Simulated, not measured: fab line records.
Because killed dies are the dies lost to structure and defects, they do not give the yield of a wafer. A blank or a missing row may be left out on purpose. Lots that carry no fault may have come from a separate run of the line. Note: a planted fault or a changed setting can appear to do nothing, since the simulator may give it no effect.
fab line records	flow n5-finfet
record: lots: 5	wafers: 12	last-day: 17
route steps=1938 shown MOL_CONTACT_COAG@621 BEOL_M0_SAQP@632 BEOL_M0@743 BEOL_M4@1111 PASSIVATION@1936
lots that met no fault: from a run of the same line without faults
start-h: hours from the record's opening day to when the first of the lot's shown wafers began	wait-h: hours from the lot's prior step to this one	" same as the row above	L1.1+2: a single row standing in for several wafers	- no value, or no start given	* or withheld: withheld	< > ~ a bound
route shown NAME@n: NAME is a module with steps in the file, n the number in the route of the first one	usual: mean/standard deviation of fault-free wafers	same: alike in all rows	chamber/n: place in a boat	sites: each site's reading	_std_site: standard deviation of those values	_edge_site: the outer-site mean with the inner-site mean subtracted	radius-mm: for every site, how far away it sits from the centre of the wafer	mask NAME#n: copy n	behind: the most recent tool/chamber to have shaped the wafer	hold: what put the lot on hold/how long, in hours/how the hold closed	device: names the non-switching transistor (n, p or np)	end of line: the same wafers' tests at the end of the route	a step given without rows: its recipe and nothing more	killed: at the first sort, the dies lost to defects and structure; wafer yield is something else	map: the dies of a wafer, with x for killed, . for not killed, _ for no die there
set.NAME: setting as actually run; set.NAME@STEP: the setting as run at that earlier step	model.NAME: the simulator's own value behind a step, which no gauge read
lots at selected steps of the route; one table per step, one row per wafer
services: when a tool's chamber went out of use (start-h, in hours from the record's first day, below 0 if earlier), for how many hours, and the reason
== steps ==
step: N5_MOL_CONTACT_COAG_SRD_139
recipe: dry: ipa-marangoni	time-s: 30	temp-c: 23	rinse-liquid: diw
step: N5_MOL_CONTACT_COAG_PRE_CLEAN_121
recipe: gas: H2/He	time-s: *	temp-c: withheld
step: N5_MOL_CONTACT_COAG_CVD_140
recipe: material: W	target-thk-a: 665	mode: selective-fill	temp-c: 300	time-s: 215
step: N5_MOL_CONTACT_COAG_PRECLEAN_127
recipe: chemistry: DIW	time-s: 57.5	temp-c: 23
step: N5_MOL_CONTACT_COAG_SRD_128
recipe: dry-time-s: 32	dry: n2-spin	spin-rpm: 1500
step: N5_MOL_CONTACT_COAG_CMP_52
recipe: stop-on: SiO2	t-overpolish-s: 1.5	post-cmp-clean: w-dilute-nh4oh	down-force-psi: 4	platen-rpm: 50.289	pad-velocity-m-s: 1.0006	target-thk-nm: 66.5
step: N5_MOL_CONTACT_COAG_ANNEAL_112
recipe: temp-c: 400	time-s: 1800	ambient: HPD2	pressure-atm: 10
step: N5_BEOL_M0_SAQP_PECVD_00
recipe: material: SiCN	target-thk-a: 80	temp-c: withheld	precursor: 3MS/NH3	pressure-torr: 3	rf-w: 202	time-s: 14
step: N5_BEOL_M0_SAQP_ILD_DEP_01
recipe: material: SiOC	target-thk-a: 454.19	temp-c: 350	precursor: DEMS/O2	pressure-torr: 5	rf-w: 500	time-s: 8.7
usual: heater-power-w: 556/74	showerhead-plenum-p-Torr: 5.695/0.012	throttle-valve-pct: 11.8/0.41
lot.wafer	tool	chamber	start-h	wait-h	heater-power-w	showerhead-plenum-p-Torr	throttle-valve-pct	model.SiOC_of_BEOL_M0_SAQP_ILD_DEP_01.thk-nm
L905.2	pecvd-01	1	111.42	0.0	598	5.697	11.9	45.2
L905.4	"	2	"	"	507	5.684	11.0	45.6
L905.5	"	0	"	"	574	5.702	11.8	46
L914.2	pecvd-01	1	163.20	0.0	570	5.681	11.9	47.6
L914.5	"	1	"	"	581	5.685	11.7	46.2
L915.4	pecvd-01	1	166.50	0.0	512	5.683	11.9	48.8
L915.5	"	0	"	"	607	5.699	11.7	46.4
L917.1	pecvd-01	1	181.44	0.0	556	5.683	11.8	45.4
L917.4	"	1	"	"	572	5.692	11.9	48.8
L924.1	pecvd-04	1	230.54	0.0	494	5.672	12.3	45.2
L924.2	"	0	"	"	710	5.701	12.1	45.2
L924.5	"	0	"	"	705	5.700	12.0	45.4
step: N5_BEOL_M0_SAQP_HM_DEP_02
recipe: material: TiN	target-thk-a: 120	temp-c: 25	chamber-pressure-pa: 0.49996
step: N5_BEOL_M0_SAQP_PECVD_03
recipe: material: SiCN	target-thk-a: 120	temp-c: withheld	precursor: 3MS/NH3	pressure-torr: 3	rf-w: 202	time-s: 21.1
step: N5_BEOL_M0_SAQP_PECVD_96
recipe: material: a-Si	target-thk-a: 450	temp-c: 350	precursor: SiH4/He	pressure-torr: 3	rf-w: 100	time-s: 45.2
step: N5_BEOL_M0_SAQP_PECVD_97
recipe: material: SiNx	target-thk-a: 230	temp-c: 350	precursor: SiH4/NH3/N2	pressure-torr: 1.5	rf-w: 300	time-s: 19.9
step: N5_BEOL_M0_SAQP_PECVD_04
recipe: material: a-Si	target-thk-a: 600	temp-c: 350	precursor: SiH4/He	pressure-torr: 3	rf-w: 100	time-s: 60.2
step: N5_BEOL_M0_SAQP_HM_DEP_111
recipe: material: SiO2	target-thk-a: 120	temp-c: 400	precursor: SiH4/N2O	pressure-torr: 0.75	rf-w: 275	time-s: 7.2
step: N5_BEOL_M0_SAQP_COAT_81
recipe: resist: SOC	temp-c: 250	time-s: 60	spin-rpm: 1500	resist-thk-nm: 100
step: N5_BEOL_M0_SAQP_COAT_82
recipe: resist: SiARC	temp-c: 220	time-s: 60	spin-rpm: 1500	resist-thk-nm: 30
step: N5_BEOL_M0_SAQP_COAT_08
recipe: resist: CAR-ArF	spin-rpm: 1500	resist-thk-nm: 90
step: N5_BEOL_M0_SAQP_EBR_10
recipe: solvent: PGMEA	ebr-width-mm: 1.5
step: N5_BEOL_M0_SAQP_SOFTBAKE_09
recipe: temp-c: 110	time-s: 60	resist: CAR-ArF
step: N5_BEOL_M0_SAQP_EXPOSE_11
recipe: mask-id: M0_CORE	na: 1.35	source-shape: dipole	sigma-inner: 0.538	sigma-outer: 0.738	polarization: te	target-cd-nm: 42	dose-mj: 55
step: N5_BEOL_M0_SAQP_PEB_12
recipe: peb-temp-c: withheld	peb-time-s: 60	resist: CAR-ArF
step: N5_BEOL_M0_SAQP_DEVELOP_13
recipe: develop-time-s: 30	developer: TMAH	resist: CAR-ArF	dev-temp-c: 23	rinse-liquid: diw	dry: air-spin
step: N5_BEOL_M0_SAQP_DESCUM_19
recipe: chemistry: O2	time-s: 7.9	source-power-w: 50	bias-power-w: 20	pressure-mtorr: 20	rf-frequency-hz: 2.712e+07	temp-c: 40	resist: CAR-ArF	o2-flow-sccm: 225
step: N5_BEOL_M0_SAQP_ETCH_83
recipe: chemistry: CF4	target: SiARC	target-depth-a: 390	mask-material: CAR-ArF	time-s: 65	ion-energy-ev: 80	pressure-mtorr: 40	source-w: 545	bias-w: 36	Ar_flow_sccm: 100	cf4-flow-sccm: 100	ends: cleared
step: N5_BEOL_M0_SAQP_ETCH_84
recipe: chemistry: N2/H2	target: SOC	target-depth-a: 1000	overetch-a: 200	mask-material: SiARC	temp-c: 40	time-s: 150	ion-energy-ev: 200	pressure-mtorr: 30	source-w: 840	bias-w: 150	n2-flow-sccm: 200	h2-flow-sccm: 200
step: N5_BEOL_M0_SAQP_STRIP_80
recipe: chemistry: N2/H2	temp-c: 40	n2-flow-sccm: 200	h2-flow-sccm: 200	rf-frequency-hz: 6e+07
step: N5_BEOL_M0_SAQP_HM_OPEN_112
recipe: chemistry: CHF3/O2	target: SiO2	stop-on: a-Si	target-depth-a: 120	over-etch-frac: 1.25	mask-material: SOC	time-s: 13.5	pressure-mtorr: 30	source-w: 650	bias-w: 170	Ar_flow_sccm: 200	CHF3_flow_sccm: 50	O2_flow_sccm: 5	ion-energy-ev: 200	ends: end-point
step: N5_BEOL_M0_SAQP_STRIP_113
recipe: chemistry: CHF3/O2	resist: SiARC	rf-frequency-hz: 6e+07
step: N5_BEOL_M0_SAQP_MANDREL_ETCH_20
recipe: target-depth-a: 600	chemistry: HBr/Cl2	target: a-Si	stop-on: SiNx	bt-time-s: 10	mask-material: SOC	over-etch-frac: 0.5	time-s: 30	pressure-mtorr: 10	icp-w: 800	bias-w: 75	HBr_flow_sccm: 150	Cl2_flow_sccm: 80	ends: end-point
step: N5_BEOL_M0_SAQP_STRIP_86
recipe: chemistry: N2/H2	power-w: 500	temp-c: 40	pressure-mtorr: 50	rf-frequency-hz: 6e+07	overash-fraction: 0.3	bias-power-w: 28	h2-frac: 0.5	n2-flow-sccm: 300	h2-flow-sccm: 300
step: N5_BEOL_M0_SAQP_STRIP_115
recipe: chemistry: post-etch-residue-remover	time-s: 60	temp-c: 25	remover-ph: withheld	remover-water-wt-pct: withheld	remover-fluoride-wt-pct: withheld
step: N5_BEOL_M0_SAQP_SRD_93
recipe: dry: ipa-marangoni	time-s: 30	temp-c: 23	rinse-liquid: diw
step: N5_BEOL_M0_SAQP_RECESS_114
recipe: chemistry: HF/NH3	target: SiO2	target-depth-a: 144	afs-cycles: 3	temp-c: 30	sublimation-temp-c: 180	sublimation-time-s: 60
step: N5_BEOL_M0_CMP_120
recipe: stop-on: SiOC	t-overpolish-s: 6.9	down-force-psi: 1	platen-rpm: 50	clearing-platen-down-force-psi: 1.5	clearing-platen-rpm: 50	post-cmp-clean: cu-alkaline	clearing-platen-pad-velocity-m-s: 0.99484	pad-velocity-m-s: 0.99484
usual: barrier-field-endpoint-s: 3.66/0.095	clearing-platen-down-force-psi: 1.4999/0.0027	motor-current-A: 6.4/0.72	overpolish-run-s: 6.900/0.0095	pad-life-wafers: 1125/710	slurry-flow-ml-min: 150.0/0.53	time-to-endpoint-s: 62.4/1.9
same: t-overpolish-s: 6.9
lot.wafer	tool	chamber	start-h	wait-h	barrier-field-endpoint-s	clearing-platen-down-force-psi	motor-current-A	overpolish-run-s	pad-life-wafers	slurry-flow-ml-min	time-to-endpoint-s	model.SiOC_of_BEOL_M0_SAQP_ILD_DEP_01.thk-nm
L905.2	cmp-04	1	125.41	0.3	3.71	1.5013	6.3	6.902	1381	150.0	62.9	39.2
L905.4	"	3	"	"	3.57	1.5022	6.2	6.901	1383	149.6	63.1	39.4
L905.5	"	0	"	"	3.69	1.5038	5.6	6.903	-	151.1	61.6	40
L914.2	cmp-02	0	173.95	0.3	3.66	1.4988	6.3	6.906	1736	149.8	62.7	41.4
L914.5	"	2	"	"	3.59	1.5014	6.4	6.903	-	149.9	60.6	40
L915.4	cmp-02	0	178.22	0.2	3.60	1.4975	7.1	6.907	1772	150.5	62.2	42.6
L915.5	"	2	"	"	3.77	1.4996	6.4	6.901	-	149.1	61.4	40.2
L917.1	cmp-04	2	198.20	0.3	3.58	1.4985	6.4	6.903	1938	149.0	62.3	39.4
L917.4	"	3	"	"	3.39	1.4991	6.4	6.911	1939	149.6	61.6	42.8
L924.1	cmp-02	3	248.47	0.3	3.64	1.5001	8.1	6.914	120	150.4	66.3	39.2
L924.2	"	1	"	"	3.83	1.4973	6.1	6.894	122	149.9	63.8	39
L924.5	"	3	"	"	3.74	1.5022	7.5	6.901	-	149.6	68.3	39.4
step: N5_BEOL_M4_RC_MEAS_101
usual: DIBL_N: 36.4/1.4	DIBL_P: 36.3/1.5	IOFF_N: 0.162/0.023	IOFF_P: 0.211/0.027	ION_N: 676/9.7	ION_P: 463/6.4	SS_N: 71.5/0.5	SS_P: 73.3/0.6	VT_N: 249.3/2.5	VT_P: -249.9/2.8
lot.wafer	tool	chamber	start-h	wait-h	DIBL_N[mV/V]	DIBL_P[mV/V]	IOFF_N[nA/um]	IOFF_P[nA/um]	ION_N[uA/um]	ION_P[uA/um]	SS_N[mV/dec]	SS_P[mV/dec]	VT_N[mV]	VT_P[mV]
L905.2	prober-02	0	171.16	0.2	38.8	38.1	0.214	0.264	682	466	72.4	73.6	246.8	-245.8
L905.4	"	0	"	"	37.5	36.3	0.176	0.220	686	471	72.9	72.8	245.5	-247.4
L905.5	"	0	"	"	39.7	38.7	0.214	0.266	676	463	72.6	74.1	246.7	-247.1
L914.2	prober-02	0	226.94	0.2	34.9	34.7	0.145	0.190	661	456	71.4	72.5	249.2	-251.2
L914.5	"	0	"	"	35.3	36.2	0.162	0.210	668	465	71.6	72.6	248.8	-250.3
L915.4	prober-02	0	233.98	0.5	34.1	34.7	0.121	0.158	662	456	70.8	72.7	254.8	-255.1
L915.5	"	0	"	"	35.9	37.0	0.144	0.186	664	454	70.7	73.1	253.9	-253.4
L917.1	prober-02	0	236.92	0.0	35.9	35.1	0.149	0.162	666	451	71.5	73.8	253.3	-255.3
L917.4	"	0	"	"	36.2	36.9	0.171	0.183	673	454	72.1	72.7	249.2	-251.9
L924.1	prober-02	0	292.36	0.0	37.1	37.4	0.181	0.213	680	459	71.9	73.9	249.6	-253.4
L924.2	"	0	"	"	35.8	36.2	0.156	0.195	683	465	70.9	73.8	249.4	-253.5
L924.5	"	0	"	"	34.9	34.9	0.152	0.181	677	455	71.1	73.4	249.9	-255.1
step: N5_PASSIVATION_PROBE_49
usual: defect-limited-yield: 91.3/1.3	killed_at_M0_to_M3: 33/8.9	killed_at_M4_up: 15/5.4	killed-at-contacts: 13/5.8	killed-at-front-end: 39/9.9	killed-at-other: 3.2/2.9	killed-dies: 102/15	killed-on-rim: 13/3.7	killed-open: 68/12	killed-short: 34/7.6	sort_bin_5_function: 5.1/0.89	sort_bin_6_memory: 3.2/0.63	sort-n-pass: 1078/15	sort-yield-pct: 91.3/1.3
same: gross-dies: 1180	killed-at-back-side: 0	sort_bin_4_leakage[%]: 0	sort_bin_8_speed[%]: 0
lot.wafer	tool	chamber	start-h	wait-h	defect-limited-yield[%]	killed_at_M0_to_M3	killed_at_M4_up	killed-at-contacts	killed-at-front-end	killed-at-other	killed-dies	killed-on-rim	killed-open	killed-short	sort_bin_5_function[%]	sort_bin_6_memory[%]	sort-n-pass	sort-yield-pct[%]
L914.2	prober-01	-	331.61	0.1	92.2	26	21	3	40	2	92	14	54	38	4.0	3.5	1088	92.2
L915.4	prober-01	-	335.24	0.2	91.4	27	16	9	45	5	102	15	58	44	5.3	3.1	1078	91.4
L924.1	prober-01	-	402.48	0.0	90.7	42	13	18	27	10	110	16	73	37	5.5	3.6	1070	90.7
killed by level:class
L914.2 BEOL_M4:geometric-particle:open=7 DUMMY_GATE:geometric-particle:open=6 BEOL_M0:geometric-particle:open=6 FIN_SAQP:geometric-particle:short=5 STI_FIN_REVEAL:geometric-particle:open=5 GATE_CUT:geometric-particle:short=5 FIN_SAQP:geometric-particle:open=4 FIN_CUT:geometric-particle:short=4
L915.4 FIN_SAQP:geometric-particle:open=10 STI_FIN_REVEAL:geometric-particle:open=9 FIN_SAQP:geometric-particle:short=8 MOL_CONTACT_COAG:geometric-particle:open=8 BEOL_M4:geometric-particle:open=8 BEOL_M0_SAQP:geometric-particle:short=7 BEOL_M0_SAQP:geometric-particle:open=5 BEOL_M2:geometric-particle:short=4
L924.1 MOL_CONTACT_COAG:geometric-particle:open=17 BEOL_M0_SAQP:geometric-particle:short=13 BEOL_M2:geometric-particle:open=10 STARTING-WAFER:geometric-particle:open=7 BEOL_M0_SAQP:geometric-particle:open=6 MIM_TOP_ETCH:geometric-particle:open=6 BEOL_M3:geometric-particle:open=6 GATE_CUT:geometric-particle:short=4
== services ==
tool	chamber	start-h	hours	kind
pecvd-01	-	130.28	0.3	repair
cmp-02	-	144.15	2.5	repair
cmp-04	-	145.72	5.4	pm
cmp-04	-	153.98	1.3	repair
cmp-02	-	156.20	0.8	repair
pecvd-04	2	172.95	2.1	scheduled-down
pecvd-04	1	199.60	5.5	scheduled-down
pecvd-04	2	205.34	-	clean
pecvd-04	2	205.34	-	consumable-replace:showerhead
pecvd-04	2	205.34	29.0	scheduled-down
pecvd-04	2	205.34	29.0	vent-cycle
cmp-04	-	213.26	4.0	pm
cmp-04	-	217.26	-	consumable-replace:conditioner
cmp-04	-	217.26	-	consumable-replace:pad
cmp-04	-	218.03	3.4	repair
cmp-02	-	226.81	4.0	pm
cmp-02	-	230.81	-	consumable-replace:conditioner
cmp-02	-	230.81	-	consumable-replace:pad
cmp-02	-	232.15	6.3	pm
cmp-04	-	242.97	1.0	repair
== key ==
first-sign none at tools or gauges
model-effect: step: N5_BEOL_M0_SAQP_ILD_DEP_01	value: SiOC_of_BEOL_M0_SAQP_ILD_DEP_01.thk-nm	without: 46.2	struck: 48.4
model-effect: step: N5_BEOL_M0_CMP_120	value: SiOC_of_BEOL_M0_SAQP_ILD_DEP_01.thk-nm	without: 40.13	struck: 42.27
met-at N5_BEOL_M0_SAQP_ILD_DEP_01
struck-wafers L914.2,L915.4,L917.4
onset-between 111.42 163.20
fault: kind: process-parameter-drift	tool: pecvd-01	chamber: -	onset-h: 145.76	steps: N5_BEOL_M0_SAQP_ILD_DEP_01	channel: time-s	offset: *	shape: step	end-h: 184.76	scope: struck-wafers-only	acts-in: *	stated: *
